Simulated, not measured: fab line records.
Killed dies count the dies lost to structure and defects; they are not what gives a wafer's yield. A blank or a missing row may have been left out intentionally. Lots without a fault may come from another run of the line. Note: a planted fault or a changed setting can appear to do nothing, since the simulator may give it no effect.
fab line records	flow nand_harc
record: lots: 13	wafers: 39	last_day: 33
route steps=1302 shown P_START@1 P_ZERO_WELL@41 P_STI@84 END@1302
lots that met no fault: taken from a fault-free run of the same line
start_h: hours from the record's opening day to when the first of the lot's shown wafers began	wait_h: hours elapsed since this lot's preceding step	" unchanged from the row above	L1.1+2: one row covering several wafers at once	- value missing, or start not given	* or withheld: withheld	< > ~ a bound
route shown NAME@n: names a module that has steps shown in the file, with the first one's number in the route	usual: mean/standard deviation of fault-free wafers	same: alike in all rows	chamber/n: place in a boat	sites: the reading at each site	_std_site: the standard deviation of these	_edge_site: mean of outer sites minus mean of inner sites	radius_mm: how far each site lies from the wafer's centre	mask NAME#n: copy n	behind: tool/chamber where the wafer was last shaped	hold: reason for holding the lot/hours on hold/outcome of the hold	device: transistor that didn't switch, given as n, p or np	end of line: tests of these same wafers at the route's end	for a step that has no rows: nothing shown but its recipe	killed: dies that structure and defects cost at the first sort, which is not the same as the wafer's yield	map: a wafer's dies, x killed, . not, _ none there
set.NAME: setting as actually run; set.NAME@STEP: the setting as run at that earlier step	model.NAME: the simulator's own value behind a step, which no gauge read
one table for each step of the route and one row for each wafer, over a sample of lots
services: from which hour (start_h, from the record's first day; less than 0 if before it) a tool's chamber was out of use, for how many hours, and why
== steps ==
step: NHARC_P_START_INSPECT_01
usual: raw_defect_count: 3.5/2.2
lot.wafer	tool	chamber	start_h	wait_h	raw_defect_count
L598.3	defect_inspect-01	-	20.04	-	3
L598.4	"	-	"	"	1
L598.5	"	-	"	"	3
L602.3	defect_inspect-01	-	60.04	-	2
L602.5	"	-	"	"	2
L602.6	"	-	"	"	4
L603.4	defect_inspect-01	-	70.04	-	2
L603.5	"	-	"	"	4
L603.6	"	-	"	"	5
L604.3	defect_inspect-01	-	80.04	-	2
L604.4	"	-	"	"	5
L604.6	"	-	"	"	5
L605.1	defect_inspect-02	-	90.04	-	3
L605.4	"	-	"	"	8
L605.5	"	-	"	"	5
L606.1	defect_inspect-01	-	100.04	-	5
L606.2	"	-	"	"	3
L606.3	"	-	"	"	5
L611.3	defect_inspect-01	-	150.04	-	3
L611.4	"	-	"	"	3
L611.6	"	-	"	"	4
L612.4	defect_inspect-02	-	160.04	-	2
L612.5	"	-	"	"	4
L612.6	"	-	"	"	3
L615.1	defect_inspect-02	-	190.04	-	0
L615.4	"	-	"	"	6
L615.5	"	-	"	"	5
L616.1	defect_inspect-01	-	200.03	-	4
L616.2	"	-	"	"	1
L616.3	"	-	"	"	1
L618.3	defect_inspect-01	-	220.05	-	4
L618.5	"	-	"	"	1
L618.6	"	-	"	"	2
L619.2	defect_inspect-01	-	230.05	-	1
L619.4	"	-	"	"	1
L619.6	"	-	"	"	4
L620.1	defect_inspect-01	-	240.04	-	6
L620.2	"	-	"	"	1
L620.5	"	-	"	"	4
step: NHARC_P_ZERO_WELL_EXPOSE_34
recipe: na: 0.6	target_cd_nm: 720	dose_mj: 22.31	mask_id: P_PWELL
lot.wafer	tool	chamber	start_h	wait_h	mask
L598.3+4+5	krf_scanner-03	0	23.86	-	P_PWELL#0
L602.3+5+6	krf_scanner-01	0	63.86	-	P_PWELL#0
L603.4+5+6	krf_scanner-01	0	74.09	-	P_PWELL#0
L604.3+4+6	krf_scanner-01	0	83.89	-	P_PWELL#0
L605.1+4+5	krf_scanner-04	0	94.41	-	P_PWELL#0
L606.1+2+3	krf_scanner-04	0	104.21	-	P_PWELL#0
L611.3+4+6	krf_scanner-04	0	153.82	-	P_PWELL#0
L612.4+5+6	krf_scanner-04	0	163.87	-	P_PWELL#0
L615.1+4+5	krf_scanner-01	0	193.95	-	P_PWELL#0
L616.1+2+3	krf_scanner-03	0	204.06	-	P_PWELL#0
L618.3+5+6	krf_scanner-03	0	223.86	-	P_PWELL#0
L619.2+4+6	krf_scanner-03	0	233.98	-	P_PWELL#0
L620.1+2+5	krf_scanner-03	0	243.81	-	P_PWELL#0
step: NHARC_P_ZERO_WELL_CD_MEAS_37
recipe: target_cd_nm: 720	landing_energy_ev: 500
usual: cd_nm: 720.0/1.8
lot.wafer	tool	chamber	start_h	wait_h	cd_nm
L598.3	cd_sem-01	0	24.01	-	718.3
L598.4	"	0	"	"	718.1
L598.5	"	0	"	"	722.0
L602.3	cd_sem-02	0	64.01	-	718.6
L602.5	"	0	"	"	718.8
L602.6	"	0	"	"	718.7
L603.4	cd_sem-03	0	74.23	-	722.8
L603.5	"	0	"	"	722.0
L603.6	"	0	"	"	719.5
L604.3	cd_sem-01	0	84.04	-	719.8
L604.4	"	0	"	"	719.3
L604.6	"	0	"	"	719.8
L605.1	cd_sem-02	0	94.57	-	717.0
L605.4	"	0	"	"	718.7
L605.5	"	0	"	"	717.2
L606.1	cd_sem-03	0	104.36	-	718.9
L606.2	"	0	"	"	721.5
L606.3	"	0	"	"	720.8
L611.3	cd_sem-03	0	153.97	-	718.3
L611.4	"	0	"	"	719.7
L611.6	"	0	"	"	728.3
L612.4	cd_sem-03	0	164.02	-	721.5
L612.5	"	0	"	"	722.8
L612.6	"	0	"	"	729.5
L615.1	cd_sem-01	0	194.11	-	720.5
L615.4	"	0	"	"	719.6
L615.5	"	0	"	"	720.0
L616.1	cd_sem-03	0	204.21	-	721.4
L616.2	"	0	"	"	723.1
L616.3	"	0	"	"	721.0
L618.3	cd_sem-03	0	224.01	-	723.5
L618.5	"	0	"	"	721.9
L618.6	"	0	"	"	721.5
L619.2	cd_sem-01	0	234.13	-	721.3
L619.4	"	0	"	"	723.9
L619.6	"	0	"	"	722.7
L620.1	cd_sem-03	0	243.97	-	719.5
L620.2	"	0	"	"	720.6
L620.5	"	0	"	"	718.8
step: NHARC_P_ZERO_WELL_DESCUM_39
recipe: time_s: 3	o2_flow_sccm: 200	ar_flow_sccm: 0	bias_power_w: 0	chemistry: O2
usual: drypump_motor_current_A: 5.6/0.31	mfc_ar_sccm: 0.011/0.013	oes_product_au: 1.001/0.011	rf_vpp_V: 58.1/0.8	showerhead_plenum_p_Torr: 1.95/0.093	throttle_valve_pct: 11.312/0.0092
lot.wafer	tool	chamber	start_h	wait_h	drypump_motor_current_A	mfc_ar_sccm	oes_product_au	rf_hours_counter_h	rf_vpp_V	showerhead_plenum_p_Torr	throttle_valve_pct
L598.3	rie_diel-07	3	24.17	-	5.4	0.027	0.991	27	58.6	1.78	11.331
L598.4	"	0	"	"	5.2	0	1.001	25	59.1	2.01	11.317
L598.5	"	2	"	"	5.1	0.003	1.000	-	58.4	1.88	11.325
L602.3	rie_diel-07	1	64.16	-	5.9	0.018	0.999	34	58.4	1.76	11.321
L602.5	"	1	"	"	5.9	0.018	1.000	-	56.6	1.76	11.313
L602.6	"	2	"	"	5.1	0.003	0.998	-	57.8	1.87	11.299
L603.4	rie_diel-04	0	74.40	-	5.8	0.016	0.995	16	57.7	2.07	11.319
L603.5	"	3	"	"	5.6	0.004	0.995	-	57.7	1.98	11.319
L603.6	"	0	"	"	5.8	0.016	1.008	-	58.9	2.07	11.329
L604.3	rie_diel-04	2	84.19	-	5.7	0.037	0.996	28	57.6	1.97	11.299
L604.4	"	1	"	"	5.4	0	0.993	24	59.4	2.05	11.304
L604.6	"	3	"	"	5.6	0.004	0.987	-	58.8	1.98	11.313
L605.4	rie_diel-07	3	94.73	-	5.4	0.027	0.983	49	57.5	1.77	11.308
L605.1	"	1	"	"	5.9	0.018	1.005	44	56.9	1.76	11.312
L605.5	"	0	"	"	5.2	0	1.008	-	59.4	2.01	11.338
L606.1	rie_diel-04	3	104.52	-	5.6	0.004	0.998	35	57.3	1.98	11.289
L606.3	"	0	"	"	5.8	0.016	0.998	26	58.1	2.07	11.318
L606.2	"	1	"	"	5.5	0	0.996	29	57.7	2.05	11.333
L611.3	rie_diel-01	3	154.12	-	6.3	0	1.006	40	57.0	1.94	11.306
L611.4	"	0	"	"	5.7	0.010	1.025	36	56.9	1.88	11.315
L611.6	"	0	"	"	5.7	0.010	1.034	-	57.1	1.88	11.305
L612.4	rie_diel-01	2	164.21	-	5.7	0	1.017	46	58.3	1.94	11.314
L612.6	"	3	"	"	6.3	0	1.006	-	57.9	1.94	11.319
L612.5	"	0	"	"	5.7	0.010	1.016	-	58.0	1.88	11.310
L615.4	rie_diel-01	3	194.28	-	6.3	0	1.004	55	58.4	1.93	11.308
L615.1	"	0	"	"	5.7	0.010	1.010	52	58.4	1.87	11.306
L615.5	"	2	"	"	5.7	0	1.001	-	57.2	1.94	11.304
L616.3	rie_diel-07	1	204.37	-	5.9	0.018	1.021	25	58.2	2.07	11.334
L616.1	"	2	"	"	5.2	0.003	1.004	26	58.6	1.86	11.293
L616.2	"	3	"	"	5.4	0.027	0.981	31	59.1	2.07	11.323
L618.3	rie_diel-04	0	224.20	-	5.8	0.016	0.992	14	58.9	2.05	11.327
L618.6	"	1	"	"	5.5	0	0.968	-	58.4	2.04	11.305
L618.5	"	2	"	"	5.7	0.037	0.998	-	58.2	1.96	11.314
L619.4	rie_diel-04	2	234.29	-	5.6	0.037	0.996	13	58.1	1.96	11.294
L619.2	"	0	"	"	5.8	0.016	1.000	15	59.5	2.05	11.311
L619.6	"	3	"	"	5.6	0.004	0.999	-	58.0	1.96	11.293
L620.1	rie_diel-04	2	244.14	-	5.7	0.037	0.993	16	57.3	1.96	11.306
L620.2	"	3	"	"	5.6	0.004	1.006	17	56.7	1.96	11.311
L620.5	"	2	"	"	5.7	0.037	0.992	-	58.1	1.96	11.306
step: NHARC_P_STI_OVL_MEAS_10
usual: overlay_x_nm: -1/5.1	overlay_y_nm: 0/6.1
lot.wafer	tool	chamber	start_h	wait_h	overlay_x_nm	overlay_y_nm
L598.3	overlay-02	-	42.50	-	4	-5
L598.4	"	-	"	"	5	-5
L598.5	"	-	"	"	4	-5
L602.3	overlay-01	-	83.15	-	-7	-1
L602.5	"	-	"	"	-7	-1
L602.6	"	-	"	"	-7	-1
L603.4	overlay-02	-	95.43	-	1	2
L603.5	"	-	"	"	1	3
L603.6	"	-	"	"	1	3
L604.3	overlay-02	-	102.97	-	-5	-6
L604.4	"	-	"	"	-5	-6
L604.6	"	-	"	"	-5	-6
L605.1	overlay-01	-	114.45	-	0	-8
L605.4	"	-	"	"	0	-8
L605.5	"	-	"	"	0	-8
L606.1	overlay-02	-	124.73	-	1	5
L606.2	"	-	"	"	2	4
L606.3	"	-	"	"	2	5
L611.3	overlay-02	-	175.06	-	7	10
L611.4	"	-	"	"	7	10
L611.6	"	-	"	"	7	11
L612.4	overlay-01	-	182.80	-	-4	-7
L612.5	"	-	"	"	-4	-7
L612.6	"	-	"	"	-5	-7
L615.1	overlay-02	-	214.22	-	-4	7
L615.4	"	-	"	"	-4	6
L615.5	"	-	"	"	-4	6
L616.1	overlay-01	-	226.31	-	7	-3
L616.2	"	-	"	"	8	-3
L616.3	"	-	"	"	8	-3
L618.3	overlay-01	-	239.71	-	3	-6
L618.5	"	-	"	"	3	-7
L618.6	"	-	"	"	4	-6
L619.2	overlay-02	-	254.49	-	1	12
L619.4	"	-	"	"	2	13
L619.6	"	-	"	"	1	13
L620.1	overlay-01	-	264.15	-	2	6
L620.2	"	-	"	"	1	6
L620.5	"	-	"	"	1	6
step: NHARC_END_SORT_01
recipe: temp_c: 25
usual: killed_at_array: 57/20	killed_at_other: 1.0/1.5	killed_at_periphery: 3.5/2.5	killed_dies: 62/21	killed_open: 3.5/1.9	killed_short: 2.4/1.6
same: gross_dies: 677
lot.wafer	tool	chamber	start_h	wait_h	killed_at_array	killed_at_other	killed_at_periphery	killed_dies	killed_open	killed_short
L606.1	prober-01	0	645.57	2.5	73	0	3	76	4	1
L606.2	prober-01	0	646.37	2.8	87	0	2	89	2	4
L606.3	prober-01	0	647.18	3.1	72	5	2	79	5	0
L611.3	prober-01	0	694.13	3.1	70	8	9	87	4	2
L611.4	prober-01	0	694.93	3.4	68	1	2	71	1	0
L611.6	prober-01	0	696.55	4.0	48	3	1	52	3	1
killed by level:class
L606.1 A_SLIT:chamber_film_flake=29 A_CHANNEL_HOLE_D2:chamber_film_flake=28 A_CHANNEL_HOLE_D1:chamber_film_flake=4 A_SGD_CUT:chamber_film_flake=3 A_WL_FILL:chamber_film_flake=3 A_CONTACT:chamber_film_flake=3 P_GATE:geometric_particle:open=1 P_CONTACT:geometric_particle:open=1
L606.2 A_CHANNEL_HOLE_D2:chamber_film_flake=35 A_SLIT:chamber_film_flake=32 A_STAIRCASE:chamber_film_flake=4 A_CHANNEL_HOLE_D1:chamber_film_flake=3 A_CONTACT:chamber_film_flake=3 A_CHANNEL_FILL_D1:geometric_particle:short=2 A_WL_FILL:chamber_film_flake=2 P_M0:geometric_particle:open=1
L606.3 A_SLIT:chamber_film_flake=32 A_CHANNEL_HOLE_D2:chamber_film_flake=26 A_CHANNEL_HOLE_D1:chamber_film_flake=10 THIN_TSV:chamber_film_flake=3 A_M0:geometric_particle:open=2 HYBRID_BOND:chamber_film_flake=2 P_M0:geometric_particle:open=1 A_ONON_D1:geometric_particle:open=1
L611.3 A_SLIT:chamber_film_flake=31 A_CHANNEL_HOLE_D2:chamber_film_flake=23 A_CONTACT:chamber_film_flake=7 THIN_TSV:chamber_film_flake=7 P_GATE:chamber_film_flake=4 A_CHANNEL_HOLE_D1:chamber_film_flake=4 P_M1:chamber_film_flake=3 A_CONTACT:geometric_particle:open=2
L611.4 A_SLIT:chamber_film_flake=26 A_CHANNEL_HOLE_D2:chamber_film_flake=24 A_CHANNEL_HOLE_D1:chamber_film_flake=11 A_STAIRCASE:chamber_film_flake=3 A_CONTACT:chamber_film_flake=2 A_M1:geometric_particle:open=1 P_GATE:chamber_film_flake=1 P_M1:chamber_film_flake=1
L611.6 A_SLIT:chamber_film_flake=28 A_CHANNEL_HOLE_D2:chamber_film_flake=8 A_CHANNEL_HOLE_D1:chamber_film_flake=4 A_CONTACT:chamber_film_flake=2 THIN_TSV:chamber_film_flake=2 A_DECK1_JOINT:geometric_particle:short=1 A_CHANNEL_FILL_D2:geometric_particle:open=1 A_M0:geometric_particle:open=1
== services ==
tool	chamber	start_h	hours	kind
rie_diel-04	-	0.90	9.0	pm
krf_scanner-04	-	10.00	4.0	pm
krf_scanner-01	-	15.23	1.9	repair
rie_diel-04	0	23.75	14.9	repair
rie_diel-04	-	26.51	0.7	repair
rie_diel-01	-	26.80	9.0	pm
krf_scanner-03	-	52.00	4.0	pm
krf_scanner-03	-	64.92	2.5	repair
rie_diel-07	0	80.69	12.8	repair
krf_scanner-03	-	84.89	5.4	repair
krf_scanner-01	-	110.63	1.5	repair
rie_diel-07	-	117.20	9.0	pm
krf_scanner-01	-	140.00	4.0	pm
krf_scanner-01	-	150.90	0.2	repair
rie_diel-07	0	155.63	4.6	repair
krf_scanner-03	-	171.66	1.0	repair
rie_diel-04	-	177.90	9.0	pm
krf_scanner-04	-	182.00	4.0	pm
rie_diel-07	3	199.17	1.5	repair
rie_diel-01	-	203.80	9.0	pm
krf_scanner-03	-	224.00	4.0	pm
krf_scanner-04	-	224.25	10.2	repair
rie_diel-04	-	237.96	0.3	repair
rie_diel-04	0	238.79	1.2	repair
== key ==
first_sign: step: NHARC_P_ZERO_WELL_CD_MEAS_37	reading: cd_nm	direction: up	sigmas: 4.9	usual: 720.0	struck: 728.9	through: control_loop
effect none on later readings
met_at NHARC_P_ZERO_WELL_EXPOSE_34
struck_lots L611,L612
struck_wafers L611.6,L612.6
tester_left_out L611,L612
loop_trim: step: NHARC_P_ZERO_WELL_EXPOSE_08	setting: dose	lots: L611
not_acting_at NHARC_P_START_INSPECT_01,NHARC_P_ZERO_WELL_DESCUM_39,NHARC_P_STI_OVL_MEAS_10
onset_between 104.21 153.82
fault: kind: process_parameter_drift	tool: krf_scanner-04	chamber: -	onset_h: 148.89	steps: NHARC_P_ZERO_WELL_EXPOSE_34	channel: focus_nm	offset: 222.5	shape: step	end_h: 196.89	scope: struck_wafers_only
tester_left_out: of these lots the tester's yield and bins aren't shown, on N5 and GAA mostly nor the transistor test; their killed dies are dies lost to structure and defects alone, not to doping, threshold or leakage, so they don't give the yield
loop_trim: a control loop set the setting to another value than it would have without faults
